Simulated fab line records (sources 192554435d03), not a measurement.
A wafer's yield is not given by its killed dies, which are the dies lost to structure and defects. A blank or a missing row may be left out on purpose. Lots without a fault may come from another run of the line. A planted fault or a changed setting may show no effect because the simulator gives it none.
Which tool is to blame?    flow n5_finfet    route of 1938 steps, sampled at 1 step: 11 lots, 33 wafers

== WHAT THE GAUGES READ, wafer by wafer ==
N5_BEOL_M15_THK_MEAS_50: measures by xrf.
lot   measured      on             M15_THK (nm)
L619  day 11 10:08  film_metro-02  855 836 857
L621  day 11 19:46  film_metro-02  880 852 874
L628  day 14 03:19  film_metro-02  878 883 873
L626  day 14 13:04  film_metro-02  846 872 853
L629  day 14 15:13  film_metro-02  841 855 858
L630  day 15 06:08  film_metro-01  862 855 872
L632  day 15 17:43  film_metro-02  856 860 877
L637  day 16 10:52  film_metro-02  868 864 863
L638  day 16 11:13  film_metro-01  867 850 885
L639  day 17 10:29  film_metro-01  879 891 887
L642  day 18 03:21  film_metro-02  866 861 842

== TOOL THAT RAN EACH LOT (tool first, then ch and the chambers of the sampled wafers, then the start) ==
Record: no process step prior to these readings.

== THE ANSWER, worked out from the rows above alone ==
Rule: the usual values come from the lots themselves. The widest of any qualifying gaps counts: lots, ordered by their means at a reading, are off when they make up no more than a third of the lots, leave a main group of 4 or more, and stand apart from it by 3 or more times the standard deviation of that group's means. A main group whose means are all the same, to the digits that the tables above print for the reading, isn't used. A lot without any number at a reading at which 4 lots or more have one is off too. All remaining lots with rows at the step are treated as sound.
No lot is off at any reading shown: from this, nothing can be told.

== WHAT THE SIMULATOR HAD INSERTED ==
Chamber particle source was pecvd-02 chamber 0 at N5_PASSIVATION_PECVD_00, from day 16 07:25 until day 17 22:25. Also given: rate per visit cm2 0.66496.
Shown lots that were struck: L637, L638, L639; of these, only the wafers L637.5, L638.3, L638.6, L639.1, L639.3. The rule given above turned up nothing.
